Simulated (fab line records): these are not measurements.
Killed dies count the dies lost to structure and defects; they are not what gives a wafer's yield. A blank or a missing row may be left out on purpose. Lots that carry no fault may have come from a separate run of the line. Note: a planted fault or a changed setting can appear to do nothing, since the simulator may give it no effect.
fab line records    flow n5-finfet
record lots=5  wafers=15  last-day=16
route steps=1938 shown PMOS_HMC_CHANNEL_EPI@68 BEOL_M4@1111 PASSIVATION@1936
lots with no fault: from the same line, run without faults
start-h: hours from the record's first day to the start of the lot's first wafer shown    wait-h: how many hours have passed since the lot's step before this one    " identical to the entry in the row above    L1.1+2: a single row standing in for several wafers    - either no value or no given start    * or withheld: withheld    < > ~ a bound
route shown NAME@n: NAME is a module with steps in the file, n the number in the route of the first one    usual: mean/standard deviation of fault-free wafers    same: alike in all rows    chamber/n: place in a boat    sites: per-site readings    _std_site: standard deviation of those values    _edge_site: the outer-site mean with the inner-site mean subtracted    radius-mm: for every site, how far away it sits from the centre of the wafer    mask NAME#n: copy n    behind: the last tool/chamber to shape the wafer    hold: cause of the lot's hold/its duration in hours/its outcome    device: the n, p or np transistor that did not switch    end of line: the tests these same wafers got at the end of their route    a step with no rows: only its recipe    killed: count of dies lost to structure and defects at first sort (not the wafer's yield)    map: per-die view of a wafer (x killed, . not killed, _ where there is no die)
set.NAME: the run value of the setting; set.NAME@STEP: its run value at that earlier step    model.NAME: the simulator's own value behind a step, which no gauge read
lots at selected steps of the route; one table per step, one row per wafer
services: when a tool's chamber went out of use (start-h, in hours from the record's first day, below 0 if earlier), for how many hours, and the reason
## steps
# step N5_PMOS_HMC_CHANNEL_EPI_DESCUM_14
# recipe chemistry=O2  time-s=7.9  source-power-w=50  bias-power-w=20  pressure-mtorr=20  rf-frequency-hz=2.712e+07  temp-c=40  resist=CAR-ArF-block  o2-flow-sccm=225
# step N5_PMOS_HMC_CHANNEL_EPI_ETCH_32
# recipe chemistry=N2/H2  target=BARC  stop-on=SiO2  target-depth-a=858  over-etch-frac=0.3  time-s=50.3  ion-energy-ev=200  mask-material=CAR-ArF-block  pressure-mtorr=30  source-w=840  bias-w=150  n2-flow-sccm=200  h2-flow-sccm=200
# step N5_PMOS_HMC_CHANNEL_EPI_HM_OPEN_15
# recipe chemistry=CHF3/O2  target=SiO2  mask-material=CAR-ArF-block  target-depth-a=406  CHF3_flow_sccm=50  O2_flow_sccm=5  Ar_flow_sccm=200  time-s=20.3  pressure-mtorr=30  source-w=650  bias-w=170  ion-energy-ev=200
# step N5_PMOS_HMC_CHANNEL_EPI_STRIP_33
# recipe chemistry=N2/H2  power-w=500  temp-c=40  pressure-mtorr=50  rf-frequency-hz=6e+07  overash-fraction=0.3  bias-power-w=8  h2-frac=0.5  n2-flow-sccm=300  h2-flow-sccm=300
# step N5_PMOS_HMC_CHANNEL_EPI_STRIP_17
# recipe chemistry=SPM  time-s=750  temp-c=130  h2so4-h2o2-vol-ratio=4  dry=ipa-marangoni
# step N5_PMOS_HMC_CHANNEL_EPI_ETCH_38
# recipe chemistry=CF4  target=SiO2  target-depth-a=15  ion-energy-ev=350  pressure-mtorr=10  icp-w=800  bias-w=400  cf4-flow-sccm=80
# step N5_PMOS_HMC_CHANNEL_EPI_FIN_RECESS_16
# recipe chemistry=HBr/Cl2  target=Si  mask-material=SiO2  target-depth-a=540  time-s=18  pressure-mtorr=10  icp-w=800  bias-w=75  HBr_flow_sccm=150  Cl2_flow_sccm=80
# step N5_PMOS_HMC_CHANNEL_EPI_PRECLEAN_36
# recipe chemistry=O3/DIW  time-s=45  temp-c=22  o3-ppm=10
# step N5_PMOS_HMC_CHANNEL_EPI_PRECLEAN_18
# recipe chemistry=DHF  time-s=30  temp-c=25  dilution=withheld
# step N5_PMOS_HMC_CHANNEL_EPI_SRD_19
# recipe dry=ipa-marangoni  do-ppb=5  time-s=30  temp-c=23  rinse-liquid=diw
# step N5_PMOS_HMC_CHANNEL_EPI_EPI_20
# recipe material=SiGe30  mask-material=SiO2  pressure-torr=20  target-thk-a=590  temp-c=600
# step N5_PMOS_HMC_CHANNEL_EPI_HM_STRIP_35
# recipe chemistry=dHF  temp-c=25  material=SiO2  target=SiO2  target-depth-a=396  time-s=216
# usual bath-heat-duty-pct=6.3/0.69  run-length-s=221.9/0.99
lot.wafer  tool          chamber  start-h  wait-h  bath-heat-duty-pct  run-length-s  model.SiO2_of_PMOS_HMC_CHANNEL_EPI_HM_DEP_34.thk-nm
L655.3     wet-bench-01  6        67.67    0.6     6.9                 222.0         0
L655.4     "             1        "        "       5.4                 221.2         0
L655.5     "             4        "        "       6.3                 222.7         0
L657.1     wet-bench-01  5        79.21    1.0     -                   -             24.55
L657.3     "             4        "        "       -                   -             24.28
L657.6     "             3        "        "       -                   -             24.89
L658.2     wet-bench-06  7        85.97    1.5     -                   -             24.26
L658.4     "             3        "        "       -                   -             24.51
L658.6     "             2        "        "       -                   -             25.12
L659.2     wet-bench-01  5        92.05    1.5     -                   -             23.73
L659.3     "             6        "        "       -                   -             24.35
L659.6     "             0        "        "       -                   -             24.64
L668.2     wet-bench-01  0        145.93   0.8     6.9                 221.7         0
L668.4     "             6        "        "       6.9                 222.0         0
L668.6     "             1        "        "       5.3                 221.5         0
# step N5_PMOS_HMC_CHANNEL_EPI_SRD_39
# recipe dry=ipa-marangoni  time-s=30  temp-c=23  rinse-liquid=diw
# step N5_BEOL_M4_RC_MEAS_101
# usual DIBL_N=36.7/2.4  DIBL_P=37.4/2.9  IOFF_N=0.18/0.05  IOFF_P=0.23/0.058  ION_N=683/16  ION_P=467/11  SS_N=71.7/0.77  SS_P=73.5/0.87  VT_N=249/4.3  VT_P=-250/4.4
lot.wafer  tool       chamber  start-h  wait-h  DIBL_N[mV/V]  DIBL_P[mV/V]  IOFF_N[nA/um]  IOFF_P[nA/um]  ION_N[uA/um]  ION_P[uA/um]  SS_N[mV/dec]  SS_P[mV/dec]  VT_N[mV]  VT_P[mV]
L655.3     prober-01  0        209.47   0.3     37.0          36.5          0.18           0.28           679           475           72.0          73.5          248       -245
L655.4     "          0        "        "       36.1          35.1          0.17           0.25           673           469           72.0          72.9          249       -246
L655.5     "          0        "        "       40.5          41.1          0.28           0.37           700           476           72.8          74.9          243       -242
L668.2     prober-01  0        295.50   0.2     36.4          37.8          0.18           0.19           705           469           71.8          72.7          247       -258
L668.4     "          0        "        "       35.4          36.3          0.16           0.17           694           462           71.7          73.0          248       -256
L668.6     "          0        "        "       38.5          39.9          0.22           0.22           690           457           72.8          73.3          248       -254
# step N5_PASSIVATION_PROBE_49
# usual defect-limited-yield=91.4/1.6  killed_at_M0_to_M3=31/11  killed_at_M4_up=14/5.7  killed-at-contacts=12/6  killed-at-front-end=41/13  killed-at-other=3.3/2.8  killed-dies=101/19  killed-on-rim=13/3.9  killed-open=67/14  killed-short=33/8.2  sort_bin_4_leakage=0.0/0.37  sort_bin_5_function=5.0/1.1  sort_bin_6_memory=3.3/0.74  sort-n-pass=1078/20  sort-yield-pct=91.3/1.7
# same gross-dies=1180  killed-at-back-side=0  sort_bin_8_speed[%]=0
lot.wafer  tool       chamber  start-h  wait-h  defect-limited-yield[%]  killed_at_M0_to_M3  killed_at_M4_up  killed-at-contacts  killed-at-front-end  killed-at-other  killed-dies  killed-on-rim  killed-open  killed-short  sort_bin_4_leakage[%]  sort_bin_5_function[%]  sort_bin_6_memory[%]  sort-n-pass  sort-yield-pct[%]
L657.1     prober-01  -        324.56   0.0     0                        34                  12               3                   1128                 3                1180         152            69           30            0                      96.6                    3.2                   0            0
L657.3     prober-01  -        324.66   0.1     0                        27                  9                5                   1137                 2                1180         152            58           43            0                      96.7                    3.0                   0            0
L657.6     prober-01  -        324.81   0.3     0                        33                  12               5                   1128                 2                1180         152            75           42            0                      95.7                    3.8                   0            0
L658.2     prober-02  -        328.50   0.1     0                        70                  13               14                  1079                 4                1180         152            82           33            0                      96.0                    3.9                   0            0
L658.4     prober-02  -        328.60   0.2     0                        48                  18               20                  1092                 2                1180         152            80           30            0                      95.8                    3.7                   0            0
L658.6     prober-02  -        328.70   0.3     0                        45                  15               21                  1097                 2                1180         152            65           33            0                      96.6                    3.0                   0            0
L659.2     prober-02  -        334.46   0.1     0                        39                  8                2                   1131                 0                1180         152            71           35            0                      96.3                    3.5                   0            0
L659.3     prober-02  -        334.51   0.1     0                        37                  14               11                  1117                 1                1180         152            76           33            0                      96.3                    3.5                   0            0
L659.6     prober-02  -        334.66   0.3     0                        40                  7                4                   1129                 0                1180         152            66           44            0                      95.8                    3.9                   0            0
# killed by level:class
L657.1 PMOS_HMC_CHANNEL_EPI:area-strip=1080 FIN_SAQP:geometric-particle:open=12 BEOL_M0_SAQP:geometric-particle:open=11 STI_FIN_REVEAL:geometric-particle:open=10 BEOL_M0_SAQP:geometric-particle:short=8 BEOL_M1:geometric-particle:open=7 FIN_SAQP:geometric-particle:short=6 BEOL_M4:geometric-particle:open=6
L657.3 PMOS_HMC_CHANNEL_EPI:area-strip=1079 FIN_SAQP:geometric-particle:open=18 FIN_SAQP:geometric-particle:short=15 BEOL_M2:geometric-particle:open=9 STI_FIN_REVEAL:geometric-particle:open=8 BEOL_M0_SAQP:geometric-particle:short=8 STI_FIN_REVEAL:geometric-particle:short=5 MOL_CONTACT_COAG:geometric-particle:open=4
L657.6 PMOS_HMC_CHANNEL_EPI:area-strip=1062 STI_FIN_REVEAL:geometric-particle:open=14 FIN_SAQP:geometric-particle:open=12 FIN_SAQP:geometric-particle:short=12 BEOL_M1:geometric-particle:open=6 BEOL_M2:geometric-particle:open=6 GATE_CUT:geometric-particle:short=6 MOL_CONTACT_COAG:geometric-particle:open=5
L658.2 PMOS_HMC_CHANNEL_EPI:area-strip=1063 BEOL_M2:geometric-particle:open=23 BEOL_M3:geometric-particle:open=15 MOL_CONTACT_COAG:geometric-particle:open=12 BEOL_M1:geometric-particle:open=11 BEOL_M3:geometric-particle:short=6 BEOL_M2:geometric-particle:short=6 GATE_CUT:geometric-particle:short=5
L658.4 PMOS_HMC_CHANNEL_EPI:area-strip=1067 MOL_CONTACT_COAG:geometric-particle:open=18 BEOL_M1:geometric-particle:open=12 BEOL_M2:geometric-particle:open=9 BEOL_M3:geometric-particle:short=9 FIN_SAQP:geometric-particle:open=5 STI_FIN_REVEAL:geometric-particle:open=5 BEOL_M2:geometric-particle:short=5
L658.6 PMOS_HMC_CHANNEL_EPI:area-strip=1080 MOL_CONTACT_COAG:geometric-particle:open=16 BEOL_M3:geometric-particle:open=10 BEOL_M2:geometric-particle:open=9 BEOL_M0_SAQP:geometric-particle:open=6 MOL_CONTACT_COAG:geometric-particle:short=5 BEOL_M0_SAQP:geometric-particle:short=5 BEOL_M1:geometric-particle:open=5
L659.2 PMOS_HMC_CHANNEL_EPI:area-strip=1074 BEOL_M1:geometric-particle:open=12 GATE_CUT:geometric-particle:open=11 GATE_CUT:geometric-particle:short=10 BEOL_M0_SAQP:geometric-particle:open=8 FIN_SAQP:geometric-particle:short=7 STI_FIN_REVEAL:geometric-particle:open=7 BEOL_M0_SAQP:geometric-particle:short=7
L659.3 PMOS_HMC_CHANNEL_EPI:area-strip=1071 BEOL_M0_SAQP:geometric-particle:short=11 STI_FIN_REVEAL:geometric-particle:open=9 FIN_SAQP:geometric-particle:short=8 MOL_CONTACT_COAG:geometric-particle:open=8 BEOL_M1:geometric-particle:open=8 FIN_SAQP:geometric-particle:open=7 BEOL_M3:geometric-particle:open=6
L659.6 PMOS_HMC_CHANNEL_EPI:area-strip=1068 STI_FIN_REVEAL:geometric-particle:open=15 BEOL_M1:geometric-particle:open=10 GATE_CUT:geometric-particle:short=9 BEOL_M0_SAQP:geometric-particle:open=9 BEOL_M0_SAQP:geometric-particle:short=9 FIN_SAQP:geometric-particle:open=8 FIN_SAQP:geometric-particle:short=6
# map L657.1 (x killed, . not)
_________________xxxxxxxxxxxx________________
______________xxxxxxxxxxxxxxxxxx_____________
___________xxxxxxxxxxxxxxxxxxxxxxxx__________
__________xxxxxxxxxxxxxxxxxxxxxxxxxx_________
________xxxxxxxxxxxxxxxxxxxxxxxxxxxxxx_______
_______xxxxxxxxxxxxxxxxxxxxxxxxxxxxxxxx______
______xxxxxxxxxxxxxxxxxxxxxxxxxxxxxxxxxx_____
_____xxxxxxxxxxxxxxxxxxxxxxxxxxxxxxxxxxxx____
____xxxxxxxxxxxxxxxxxxxxxxxxxxxxxxxxxxxxxx___
___xxxxxxxxxxxxxxxxxxxxxxxxxxxxxxxxxxxxxxxx__
___xxxxxxxxxxxxxxxxxxxxxxxxxxxxxxxxxxxxxxxx__
__xxxxxxxxxxxxxxxxxxxxxxxxxxxxxxxxxxxxxxxxxx_
__xxxxxxxxxxxxxxxxxxxxxxxxxxxxxxxxxxxxxxxxxx_
_xxxxxxxxxxxxxxxxxxxxxxxxxxxxxxxxxxxxxxxxxxxx
_xxxxxxxxxxxxxxxxxxxxxxxxxxxxxxxxxxxxxxxxxxxx
_xxxxxxxxxxxxxxxxxxxxxxxxxxxxxxxxxxxxxxxxxxxx
_xxxxxxxxxxxxxxxxxxxxxxxxxxxxxxxxxxxxxxxxxxxx
_xxxxxxxxxxxxxxxxxxxxxxxxxxxxxxxxxxxxxxxxxxxx
_xxxxxxxxxxxxxxxxxxxxxxxxxxxxxxxxxxxxxxxxxxxx
_xxxxxxxxxxxxxxxxxxxxxxxxxxxxxxxxxxxxxxxxxxxx
_xxxxxxxxxxxxxxxxxxxxxxxxxxxxxxxxxxxxxxxxxxxx
__xxxxxxxxxxxxxxxxxxxxxxxxxxxxxxxxxxxxxxxxxx_
__xxxxxxxxxxxxxxxxxxxxxxxxxxxxxxxxxxxxxxxxxx_
___xxxxxxxxxxxxxxxxxxxxxxxxxxxxxxxxxxxxxxxx__
___xxxxxxxxxxxxxxxxxxxxxxxxxxxxxxxxxxxxxxxx__
____xxxxxxxxxxxxxxxxxxxxxxxxxxxxxxxxxxxxxx___
_____xxxxxxxxxxxxxxxxxxxxxxxxxxxxxxxxxxxx____
______xxxxxxxxxxxxxxxxxxxxxxxxxxxxxxxxxx_____
_______xxxxxxxxxxxxxxxxxxxxxxxxxxxxxxxx______
________xxxxxxxxxxxxxxxxxxxxxxxxxxxxxx_______
__________xxxxxxxxxxxxxxxxxxxxxxxxxx_________
___________xxxxxxxxxxxxxxxxxxxxxxxx__________
______________xxxxxxxxxxxxxxxxxx_____________
_________________xxxxxxxxxxxx________________
# map L658.2 (x killed, . not)
_________________xxxxxxxxxxxx________________
______________xxxxxxxxxxxxxxxxxx_____________
___________xxxxxxxxxxxxxxxxxxxxxxxx__________
__________xxxxxxxxxxxxxxxxxxxxxxxxxx_________
________xxxxxxxxxxxxxxxxxxxxxxxxxxxxxx_______
_______xxxxxxxxxxxxxxxxxxxxxxxxxxxxxxxx______
______xxxxxxxxxxxxxxxxxxxxxxxxxxxxxxxxxx_____
_____xxxxxxxxxxxxxxxxxxxxxxxxxxxxxxxxxxxx____
____xxxxxxxxxxxxxxxxxxxxxxxxxxxxxxxxxxxxxx___
___xxxxxxxxxxxxxxxxxxxxxxxxxxxxxxxxxxxxxxxx__
___xxxxxxxxxxxxxxxxxxxxxxxxxxxxxxxxxxxxxxxx__
__xxxxxxxxxxxxxxxxxxxxxxxxxxxxxxxxxxxxxxxxxx_
__xxxxxxxxxxxxxxxxxxxxxxxxxxxxxxxxxxxxxxxxxx_
_xxxxxxxxxxxxxxxxxxxxxxxxxxxxxxxxxxxxxxxxxxxx
_xxxxxxxxxxxxxxxxxxxxxxxxxxxxxxxxxxxxxxxxxxxx
_xxxxxxxxxxxxxxxxxxxxxxxxxxxxxxxxxxxxxxxxxxxx
_xxxxxxxxxxxxxxxxxxxxxxxxxxxxxxxxxxxxxxxxxxxx
_xxxxxxxxxxxxxxxxxxxxxxxxxxxxxxxxxxxxxxxxxxxx
_xxxxxxxxxxxxxxxxxxxxxxxxxxxxxxxxxxxxxxxxxxxx
_xxxxxxxxxxxxxxxxxxxxxxxxxxxxxxxxxxxxxxxxxxxx
_xxxxxxxxxxxxxxxxxxxxxxxxxxxxxxxxxxxxxxxxxxxx
__xxxxxxxxxxxxxxxxxxxxxxxxxxxxxxxxxxxxxxxxxx_
__xxxxxxxxxxxxxxxxxxxxxxxxxxxxxxxxxxxxxxxxxx_
___xxxxxxxxxxxxxxxxxxxxxxxxxxxxxxxxxxxxxxxx__
___xxxxxxxxxxxxxxxxxxxxxxxxxxxxxxxxxxxxxxxx__
____xxxxxxxxxxxxxxxxxxxxxxxxxxxxxxxxxxxxxx___
_____xxxxxxxxxxxxxxxxxxxxxxxxxxxxxxxxxxxx____
______xxxxxxxxxxxxxxxxxxxxxxxxxxxxxxxxxx_____
_______xxxxxxxxxxxxxxxxxxxxxxxxxxxxxxxx______
________xxxxxxxxxxxxxxxxxxxxxxxxxxxxxx_______
__________xxxxxxxxxxxxxxxxxxxxxxxxxx_________
___________xxxxxxxxxxxxxxxxxxxxxxxx__________
______________xxxxxxxxxxxxxxxxxx_____________
_________________xxxxxxxxxxxx________________
## services
tool          chamber  start-h  hours  kind
wet-bench-06  -        131.72   1.5    repair
## key
first-sign step=N5_PMOS_HMC_CHANNEL_EPI_HM_STRIP_35  reading=tool-record  direction=missing
effect step=N5_PASSIVATION_PROBE_49  reading=sort_bin_5_function  direction=up  sigmas=86  usual=5.0  struck=96.2
model-effect step=N5_PMOS_HMC_CHANNEL_EPI_HM_STRIP_35  value=SiO2_of_PMOS_HMC_CHANNEL_EPI_HM_DEP_34.thk-nm  without=0  struck=24.48
more-kills-born-at N5_PMOS_HMC_CHANNEL_EPI_HM_STRIP_35@wet-bench-01=6434  N5_PMOS_HMC_CHANNEL_EPI_HM_STRIP_35@wet-bench-06=3210
met-at N5_PMOS_HMC_CHANNEL_EPI_HM_STRIP_35
struck-wafers L657.1,L657.3,L657.6,L658.2,L658.4,L658.6,L659.2,L659.3,L659.6
later-rows-left-out L657.1,L657.3,L657.6,L658.2,L658.4,L658.6,L659.2,L659.3,L659.6
onset-between 67.67 79.21
fault kind=skipped-step-whole  tool=wet-bench-01,wet-bench-06  chamber=-  onset-h=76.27  steps=N5_PMOS_HMC_CHANNEL_EPI_HM_STRIP_35  scope=struck-lots-only
# later-rows-left-out: the simulator's readings of these wafers behind a module that went badly wrong aren't trusted and aren't shown, but for the sort
